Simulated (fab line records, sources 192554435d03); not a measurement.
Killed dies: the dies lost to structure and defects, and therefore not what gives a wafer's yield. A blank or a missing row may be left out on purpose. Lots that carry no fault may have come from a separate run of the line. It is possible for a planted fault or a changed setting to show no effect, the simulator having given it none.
fab line records -- flow n5-finfet
[record] lots = 9, wafers = 25, last-day = 18
route steps=1938 shown BEOL_M4@1022 PASSIVATION@1936
lots untouched by any fault: they come from a run of this same line in which no faults occurred
start-h: start of the lot's first displayed wafer, in hours after the record's first day -- wait-h: hours since the lot's step before -- " same as the row above -- L1.1+2: one row covering several wafers at once -- - no value present, or no start provided -- * or withheld: withheld -- < > ~ a bound
route shown NAME@n: a module of which the file shows steps, and the number in the route of the first -- usual: average and standard deviation across the fault-free wafers -- same: alike in all rows -- chamber/n: place in a boat -- sites: per-site readings -- _std_site: their standard deviation -- _edge_site: outer sites' mean less inner sites' -- radius-mm: for every site, how far away it sits from the centre of the wafer -- mask NAME#n: copy n -- behind: the last tool/chamber to shape the wafer -- hold: why the lot went on hold/how many hours it stayed there/how the hold came to an end -- device: which transistor (n, p or np) failed to switch -- end of line: the same wafers' tests at the end of the route -- where a step has no rows: the recipe by itself -- killed: dies that structure and defects cost at the first sort, which is not the same as the wafer's yield -- map: a wafer's dies, x killed, . not, _ none there
set.NAME: the setting the step ran with; set.NAME@STEP: the setting that earlier step ran with -- model.NAME: the simulator's own value behind a step, which no gauge read
route steps across a sampled set of lots; one table per step, one row per wafer
services: from which hour (start-h, from the record's first day; less than 0 if before it) a tool's chamber was out of use, for how many hours, and why
[[steps]]
[step N5_BEOL_M4_THK_MEAS_01]
[recipe] reads = SiOC_of_BEOL_M4_ILD_DEP_00
[usual] M4_ILD_THK = 78.9/0.89
lot.wafer,tool,chamber,start-h,wait-h,M4_ILD_THK[nm]
L869.2,film-metro-01,-,158.10,0.1,77.7
L869.5,film-metro-01,-,158.10,0.1,79.2
L869.6,film-metro-01,-,158.10,0.1,79.0
L873.1,film-metro-01,-,186.70,0.0,77.4
L873.2,film-metro-01,-,186.70,0.0,77.8
L873.4,film-metro-01,-,186.70,0.0,79.7
L877.1,film-metro-01,-,216.57,0.0,79.3
L877.4,film-metro-01,-,216.57,0.0,78.7
L877.5,film-metro-01,-,216.57,0.0,79.8
L880.1,film-metro-01,-,226.47,0.1,77.6
L880.2,film-metro-01,-,226.47,0.1,78.6
L880.4,film-metro-01,-,226.47,0.1,79.0
L881.2,film-metro-01,-,229.54,0.1,78.1
L881.3,film-metro-01,-,229.54,0.1,79.1
L881.6,film-metro-01,-,229.54,0.1,79.0
L883.3,film-metro-01,-,243.78,0.1,79.6
L883.4,film-metro-01,-,243.78,0.1,79.6
L883.6,film-metro-01,-,243.78,0.1,79.3
L885.2,film-metro-02,-,249.83,0.1,78.5
L885.5,film-metro-02,-,249.83,0.1,80.0
L890.2,film-metro-02,-,296.32,0.1,78.4
L890.3,film-metro-02,-,296.32,0.1,77.5
L892.3,film-metro-02,-,307.31,0.1,78.4
L892.4,film-metro-02,-,307.31,0.1,79.9
L892.5,film-metro-02,-,307.31,0.1,80.6
[step N5_BEOL_M4_PECVD_72]
[recipe] material = SiO2, target-thk-a = 160, temp-c = 400, precursor = TEOS/O2, pressure-torr = 5.5, rf-w = 450, teos-flow-sccm = 53.8, gas = O2, flow-sccm = 3000, time-s = 18
[usual] heater-power-w = 711/86, showerhead-plenum-p-Torr = 8.74/0.059, susceptor-temp-C = 400.03/0.22, throttle-valve-pct = 22.4/1.1
[same] time-s = 18
lot.wafer,tool,chamber,start-h,wait-h,heater-power-w,showerhead-plenum-p-Torr,susceptor-temp-C,throttle-valve-pct
L869.2,pecvd-01,0,158.13,0.0,769,8.73,400.02,23.6
L869.5,pecvd-01,2,158.13,0.0,704,8.70,399.96,20.5
L869.6,pecvd-01,0,158.13,0.0,770,8.72,400.36,23.5
L873.1,pecvd-01,1,186.74,0.0,669,8.72,400.24,22.2
L873.2,pecvd-01,2,186.74,0.0,777,8.68,400.24,20.9
L873.4,pecvd-01,0,186.74,0.0,753,8.72,400.46,23.4
L877.1,pecvd-04,2,216.61,0.0,708,8.82,400.27,21.1
L877.4,pecvd-04,0,216.61,0.0,518,8.68,399.86,23.9
L877.5,pecvd-04,2,216.61,0.0,700,8.78,400.23,20.9
L880.1,pecvd-04,1,226.51,0.0,805,8.82,400.10,22.3
L880.2,pecvd-04,2,226.51,0.0,694,8.81,400.12,20.8
L880.4,pecvd-04,1,226.51,0.0,785,8.82,399.87,22.5
L881.2,pecvd-03,2,229.58,0.0,843,8.73,399.92,21.3
L881.3,pecvd-03,1,229.58,0.0,705,8.80,400.19,24.4
L881.6,pecvd-03,2,229.58,0.0,846,8.75,399.87,21.4
L883.3,pecvd-01,1,243.83,0.1,683,8.73,400.03,21.8
L883.4,pecvd-01,0,243.83,0.1,636,8.73,399.76,23.2
L883.6,pecvd-01,1,243.83,0.1,680,8.72,399.76,22.1
L885.2,pecvd-04,2,249.86,0.0,762,8.79,400.25,21.0
L885.5,pecvd-04,0,249.86,0.0,580,8.65,399.47,24.0
L890.2,pecvd-04,2,296.35,0.0,818,8.79,400.30,20.9
L890.3,pecvd-04,0,296.35,0.0,613,8.67,399.83,23.6
L892.3,pecvd-04,0,307.34,0.0,630,8.66,400.19,23.9
L892.4,pecvd-04,2,307.34,0.0,815,8.81,400.12,21.3
L892.5,pecvd-04,0,307.34,0.0,615,8.66,400.12,24.1
[step N5_BEOL_M4_ETCH_63]
[recipe] chemistry = CF4, target = SiARC, target-depth-a = 156, mask-material = CAR-EUV, time-s = 26, ion-energy-ev = 80, pressure-mtorr = 40, source-w = 545, bias-w = 36, Ar_flow_sccm = 100, cf4-flow-sccm = 100, ends = cleared
[usual] cf4-flow-sccm = 99.99/0.27, drypump-motor-current-A = 5.49/0.29, etch-rf-on-time-s = 25.5/0.64, oes-product-au = 0.69/0.074, rf-vpp-V = 183.6/1.2, showerhead-plenum-p-Torr = 2.12/0.069, throttle-valve-pct = 15.63/0.24
lot.wafer,tool,chamber,start-h,wait-h,cf4-flow-sccm,drypump-motor-current-A,etch-rf-on-time-s,oes-product-au,rf-hours-counter-h,rf-vpp-V,showerhead-plenum-p-Torr,throttle-valve-pct
L869.2,rie-diel-02,0,160.22,0.0,99.80,5.45,25.4,0.60,195,182.2,2.05,15.69
L869.5,rie-diel-02,3,160.22,0.0,99.76,5.37,27.1,0.63,-,183.3,2.06,15.91
L869.6,rie-diel-02,1,160.22,0.0,99.86,4.91,26.1,0.58,-,183.5,2.12,15.83
L873.1,rie-diel-03,3,187.55,0.0,100.12,5.79,25.4,0.76,34,183.6,2.10,15.53
L873.2,rie-diel-03,2,187.55,0.0,99.77,5.59,26.3,0.63,188,180.7,1.97,15.85
L873.4,rie-diel-03,0,187.55,0.0,99.66,5.52,25.5,0.67,96,185.1,2.25,15.93
L877.1,rie-diel-01,1,218.20,0.0,99.68,5.11,24.9,0.72,87,184.1,2.17,15.54
L877.4,rie-diel-01,3,218.20,0.0,99.98,5.40,25.5,0.62,189,183.8,2.13,15.32
L877.5,rie-diel-01,1,218.20,0.0,99.78,5.11,24.7,0.72,-,183.5,2.17,15.57
L880.1,rie-diel-02,0,227.26,0.0,100.40,5.46,25.4,0.59,216,181.8,2.04,15.75
L880.2,rie-diel-02,2,227.26,0.0,100.50,5.81,25.7,0.77,20,185.3,2.19,15.32
L880.4,rie-diel-02,1,227.26,0.0,99.89,4.92,25.1,0.83,12,183.9,2.12,15.38
L881.2,rie-diel-01,2,232.45,0.0,100.06,5.91,25.2,0.70,99,183.2,2.15,15.81
L881.3,rie-diel-01,1,232.45,0.0,100.51,5.10,24.7,0.72,91,184.5,2.17,15.56
L881.6,rie-diel-01,2,232.45,0.0,99.73,5.90,25.1,0.71,-,184.7,2.15,15.81
L883.3,rie-diel-02,3,244.62,0.0,100.02,5.37,27.2,0.62,180,183.9,2.05,15.96
L883.4,rie-diel-02,2,244.62,0.0,99.88,5.82,25.9,0.76,25,183.7,2.19,15.34
L883.6,rie-diel-02,1,244.62,0.0,100.10,4.93,29.0,0.76,-,181.8,2.12,15.39
L885.2,rie-diel-02,2,250.49,0.0,100.46,5.80,29.7,0.71,27,184.3,2.19,15.35
L885.5,rie-diel-02,1,250.49,0.0,100.07,4.93,25.1,0.80,-,184.9,2.12,15.37
L890.2,rie-diel-03,0,297.53,0.0,100.09,5.56,25.3,0.65,134,185.2,2.24,16.00
L890.3,rie-diel-03,1,297.53,0.0,99.94,5.72,25.9,0.63,168,183.9,2.05,15.78
L892.3,rie-diel-02,1,308.13,0.0,99.94,4.92,25.1,0.78,39,183.2,2.11,15.41
L892.4,rie-diel-02,3,308.13,0.0,100.53,5.38,26.9,0.61,202,182.3,2.04,16.01
L892.5,rie-diel-02,0,308.13,0.0,99.93,5.47,25.5,0.58,-,183.1,2.03,15.78
[step N5_BEOL_M4_ETCH_64]
[recipe] chemistry = N2/H2, target = SOC, target-depth-a = 750, overetch-a = 225, mask-material = SiARC, temp-c = 40, time-s = 121.9, ion-energy-ev = 200, pressure-mtorr = 30, source-w = 840, bias-w = 150, n2-flow-sccm = 200, h2-flow-sccm = 200
[usual] drypump-motor-current-A = 5.50/0.29, oes-product-au = 0.61/0.061, rf-vpp-V = 522.8/2.5, showerhead-plenum-p-Torr = 2.51/0.09, temp-c = 40.01/0.12, throttle-valve-pct = 17.82/0.26
[same] time-s = 121.9
lot.wafer,tool,chamber,start-h,wait-h,drypump-motor-current-A,oes-product-au,rf-hours-counter-h,rf-vpp-V,showerhead-plenum-p-Torr,temp-c,throttle-valve-pct
L869.2,rie-diel-02,0,160.25,0.0,5.44,0.52,195,521.6,2.42,40.27,17.86
L869.5,rie-diel-02,3,160.25,0.0,5.37,0.57,-,520.4,2.43,39.95,18.21
L869.6,rie-diel-02,1,160.25,0.0,4.91,0.52,-,524.3,2.49,40.06,17.79
L873.1,rie-diel-03,3,187.58,0.0,5.77,0.67,34,521.4,2.48,39.94,17.63
L873.2,rie-diel-03,2,187.58,0.0,5.59,0.56,188,516.6,2.30,39.94,17.84
L873.4,rie-diel-03,0,187.58,0.0,5.53,0.59,96,526.0,2.68,39.96,18.17
L877.1,rie-diel-01,1,218.23,0.0,5.10,0.63,87,525.1,2.57,40.03,17.88
L877.4,rie-diel-01,3,218.23,0.0,5.44,0.55,189,523.7,2.54,39.89,17.61
L877.5,rie-diel-01,1,218.23,0.0,5.12,0.62,-,525.0,2.57,40.13,17.88
L880.1,rie-diel-02,0,227.29,0.0,5.47,0.51,216,520.2,2.41,39.68,17.92
L880.2,rie-diel-02,2,227.29,0.0,5.81,0.69,20,524.7,2.59,40.10,17.54
L880.4,rie-diel-02,1,227.29,0.0,4.93,0.72,12,522.6,2.49,39.92,17.39
L881.2,rie-diel-01,2,232.48,0.0,5.95,0.62,99,523.8,2.57,39.82,18.06
L881.3,rie-diel-01,1,232.48,0.0,5.12,0.61,91,523.0,2.56,40.07,17.88
L881.6,rie-diel-01,2,232.48,0.0,5.94,0.62,-,525.3,2.57,39.88,18.05
L883.3,rie-diel-02,3,244.65,0.0,5.40,0.56,180,519.2,2.42,39.83,18.25
L883.4,rie-diel-02,2,244.65,0.0,5.79,0.68,25,524.7,2.59,40.29,17.54
L883.6,rie-diel-02,1,244.65,0.0,4.92,0.71,-,522.1,2.48,39.95,17.41
L885.2,rie-diel-02,2,250.52,0.0,5.82,0.68,27,525.9,2.58,39.84,17.55
L885.5,rie-diel-02,1,250.52,0.0,4.92,0.71,-,523.0,2.48,40.05,17.38
L890.2,rie-diel-03,0,297.56,0.0,5.58,0.57,134,527.8,2.66,40.20,18.22
L890.3,rie-diel-03,1,297.56,0.0,5.72,0.56,168,521.2,2.41,39.90,17.91
L892.3,rie-diel-02,2,308.15,0.0,5.80,0.66,47,524.6,2.58,39.99,17.58
L892.4,rie-diel-02,3,308.15,0.0,5.36,0.54,202,520.0,2.41,39.98,18.29
L892.5,rie-diel-02,0,308.15,0.0,5.44,0.51,-,519.7,2.40,39.88,17.96
[step N5_BEOL_M4_RC_MEAS_101]
[usual] DIBL_N = 36.2/1.5, DIBL_P = 36.4/2.1, IOFF_N = 0.16/0.031, IOFF_P = 0.21/0.037, ION_N = 679/11, ION_P = 465/7.7, SS_N = 71.4/0.55, SS_P = 73.2/0.63, VT_N = 249/3.3, VT_P = -250/3.4
lot.wafer,tool,chamber,start-h,wait-h,DIBL_N[mV/V],DIBL_P[mV/V],IOFF_N[nA/um],IOFF_P[nA/um],ION_N[uA/um],ION_P[uA/um],SS_N[mV/dec],SS_P[mV/dec],VT_N[mV],VT_P[mV]
L869.2,prober-02,0,171.19,0.2,36.6,38.2,0.15,0.21,675,463,72.2,74.0,249,-253
L869.5,prober-02,0,171.19,0.2,37.2,38.7,0.17,0.21,677,462,71.7,73.7,247,-252
L869.6,prober-02,0,171.19,0.2,39.9,40.6,0.22,0.24,694,465,72.0,74.3,244,-250
L873.1,prober-01,0,194.07,0.0,36.2,35.0,0.17,0.23,682,467,72.2,73.1,249,-249
L873.2,prober-01,0,194.07,0.0,36.6,36.3,0.18,0.25,670,465,71.1,73.9,248,-244
L873.4,prober-01,0,194.07,0.0,36.1,35.0,0.16,0.24,667,464,71.3,74.1,251,-244
L877.1,prober-01,0,225.21,0.0,36.1,35.9,0.14,0.20,680,464,71.7,72.7,251,-251
L877.4,prober-01,0,225.21,0.0,34.5,33.3,0.12,0.17,670,462,70.9,72.8,253,-254
L877.5,prober-01,0,225.21,0.0,35.3,34.8,0.13,0.19,670,464,72.1,73.1,254,-253
L880.1,prober-02,0,236.01,0.0,32.9,34.8,0.12,0.17,679,470,70.5,72.2,253,-253
L880.2,prober-02,0,236.01,0.0,34.6,36.6,0.14,0.19,674,462,70.4,72.8,253,-251
L880.4,prober-02,0,236.01,0.0,35.7,38.1,0.16,0.21,683,466,71.0,73.8,252,-252
L881.2,prober-02,0,247.24,0.2,38.8,39.5,0.22,0.29,700,477,72.2,73.8,244,-246
L881.3,prober-02,0,247.24,0.2,34.0,34.5,0.14,0.21,680,470,70.5,72.9,250,-247
L881.6,prober-02,0,247.24,0.2,37.5,38.3,0.20,0.27,692,481,72.0,73.9,248,-247
L883.3,prober-01,0,254.81,0.3,37.4,36.0,0.17,0.22,666,461,72.2,73.8,253,-248
L883.4,prober-01,0,254.81,0.3,35.4,35.0,0.14,0.20,672,463,71.1,73.4,254,-253
L883.6,prober-01,0,254.81,0.3,37.1,36.2,0.16,0.22,683,470,72.7,73.7,253,-249
L885.2,prober-01,0,264.97,0.2,35.5,35.5,0.15,0.22,667,463,71.1,72.8,248,-247
L885.5,prober-01,0,264.97,0.2,35.5,35.3,0.15,0.23,674,472,70.9,73.2,248,-246
L890.2,prober-01,0,308.08,0.2,33.8,33.1,0.12,0.17,663,462,70.7,72.3,251,-253
L890.3,prober-01,0,308.08,0.2,36.4,36.4,0.17,0.22,692,474,71.4,73.4,245,-247
L892.3,prober-02,0,316.51,0.5,35.0,35.3,0.16,0.21,693,463,70.4,73.5,248,-250
L892.4,prober-02,0,316.51,0.5,36.9,36.5,0.17,0.21,682,467,72.3,74.0,251,-249
L892.5,prober-02,0,316.51,0.5,37.2,36.8,0.19,0.22,680,465,71.8,74.4,248,-250
[step N5_PASSIVATION_PROBE_49]
[usual] defect-limited-yield = 91.3/1.3, killed_at_M0_to_M3 = 36/12, killed_at_M4_up = 13/4.6, killed-at-contacts = 13/5.4, killed-at-front-end = 37/10, killed-at-other = 3.6/2.9, killed-dies = 102/15, killed-open = 67/12, killed-short = 33/7.5, sort_bin_5_function = 5.1/0.93, sort_bin_6_memory = 3.2/0.62, sort-n-pass = 1078/15, sort-yield-pct = 91.3/1.3
[same] gross-dies = 1180, killed-at-back-side = 0, sort_bin_4_leakage[%] = 0, sort_bin_8_speed[%] = 0
lot.wafer,tool,chamber,start-h,wait-h,defect-limited-yield[%],killed_at_M0_to_M3,killed_at_M4_up,killed-at-contacts,killed-at-front-end,killed-at-other,killed-dies,killed-open,killed-short,sort_bin_5_function[%],sort_bin_6_memory[%],sort-n-pass,sort-yield-pct[%]
L869.2,prober-02,-,269.76,0.1,91.4,26,14,17,39,5,101,70,29,5.3,3.2,1079,91.4
L869.5,prober-02,-,269.91,0.2,90.8,29,12,13,53,1,108,78,26,5.3,3.1,1072,90.8
L869.6,prober-02,-,269.96,0.3,92.4,39,6,15,28,2,90,60,29,4.4,2.7,1090,92.4
L877.1,prober-01,-,333.62,0.2,91.2,27,14,12,49,2,104,70,32,6.0,2.7,1076,91.2
L877.4,prober-01,-,333.77,0.4,93.1,24,18,13,23,3,81,57,22,3.9,2.6,1099,93.1
L877.5,prober-01,-,333.82,0.4,91.4,27,20,7,42,6,102,67,34,5.3,3.1,1078,91.4
// killed by level:class
L869.2 FIN_SAQP:geometric-particle:open=20 MOL_CONTACT_COAG:geometric-particle:open=15 BEOL_M2:geometric-particle:open=7 BEOL_M0:geometric-particle:short=5 BEOL_M4:geometric-particle:open=5 STARTING-WAFER:geometric-particle:open=4 FIN_SAQP:geometric-particle:short=3 BEOL_M0_SAQP:geometric-particle:short=3
L869.5 FIN_SAQP:geometric-particle:open=18 STI_FIN_REVEAL:geometric-particle:open=11 MOL_CONTACT_COAG:geometric-particle:open=11 FIN_SAQP:geometric-particle:short=10 BEOL_M3:geometric-particle:open=7 BEOL_M0:geometric-particle:open=6 BEOL_M0_SAQP:geometric-particle:open=4 BEOL_M2:geometric-particle:open=4
L869.6 MOL_CONTACT_COAG:geometric-particle:open=11 FIN_SAQP:geometric-particle:short=8 BEOL_M2:geometric-particle:open=8 BEOL_M3:geometric-particle:open=8 STI_FIN_REVEAL:geometric-particle:open=6 BEOL_M0:geometric-particle:short=6 FIN_SAQP:geometric-particle:open=5 BEOL_M0_SAQP:geometric-particle:open=5
L877.1 FIN_SAQP:geometric-particle:open=17 STI_FIN_REVEAL:geometric-particle:open=9 FIN_SAQP:geometric-particle:short=7 BEOL_M2:geometric-particle:open=7 MOL_CONTACT_COAG:geometric-particle:short=6 MOL_CONTACT_COAG:geometric-particle:open=6 BEOL_M3:geometric-particle:open=5 BEOL_M0_SAQP:geometric-particle:short=5
L877.4 BEOL_M2:geometric-particle:open=10 BEOL_M4:geometric-particle:open=10 MOL_CONTACT_COAG:geometric-particle:open=9 BEOL_M3:geometric-particle:open=6 FIN_SAQP:geometric-particle:open=5 FIN_SAQP:geometric-particle:short=4 MOL_CONTACT_COAG:geometric-particle:short=4 BEOL_M4:geometric-particle:short=3
L877.5 BEOL_M2:geometric-particle:open=12 BEOL_M4:geometric-particle:open=10 FIN_SAQP:geometric-particle:short=9 STI_FIN_REVEAL:geometric-particle:open=7 MOL_CONTACT_COAG:geometric-particle:open=6 BEOL_M0_SAQP:geometric-particle:open=6 GATE_CUT:geometric-particle:open=5 FIN_SAQP:geometric-particle:open=4
[[services]]
tool,chamber,start-h,hours,kind
rie-diel-02,2,150.55,-,clean
rie-diel-02,2,150.55,-,consumable-replace:focus-ring
rie-diel-02,2,150.55,17.6,scheduled-down
rie-diel-02,2,150.55,17.6,vent-cycle
rie-diel-02,-,151.44,0.6,repair
pecvd-03,0,157.03,18.3,repair
rie-diel-01,0,165.02,-,clean
rie-diel-01,0,165.02,-,consumable-replace:focus-ring
rie-diel-01,0,165.02,16.3,scheduled-down
rie-diel-01,0,165.02,16.3,vent-cycle
rie-diel-02,1,168.17,-,clean
rie-diel-02,1,168.17,-,consumable-replace:focus-ring
rie-diel-02,1,168.17,20.1,scheduled-down
rie-diel-02,1,168.17,20.1,vent-cycle
pecvd-03,-,191.15,0.3,repair
rie-diel-03,3,201.09,8.5,repair
rie-diel-01,1,205.35,2.7,repair
pecvd-01,0,224.96,5.5,scheduled-down
rie-diel-01,3,237.65,3.0,repair
pecvd-01,2,241.33,7.7,repair
rie-diel-01,2,253.64,4.9,repair
pecvd-03,-,258.74,2.8,pm
pecvd-04,0,291.15,4.5,repair
pecvd-01,-,302.76,6.0,pm
[[key]]
[first-sign] step = N5_BEOL_M4_ETCH_63, reading = etch-rf-on-time-s, direction = up, sigmas = 6, usual = *, struck = *
effect none on later readings
met-at N5_BEOL_M4_ETCH_63
struck-lots L883,L885
struck-wafers L883.6,L885.2
not-acting-at N5_BEOL_M4_THK_MEAS_01,N5_BEOL_M4_PECVD_72,N5_BEOL_M4_ETCH_64
onset-between 227.26 244.62
[fault] kind = process-parameter-drift, tool = rie-diel-02, chamber = -, onset-h = 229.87, steps = N5_BEOL_M4_ETCH_63, channel = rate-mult, offset = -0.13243, shape = step, end-h = 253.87, scope = struck-wafers-only
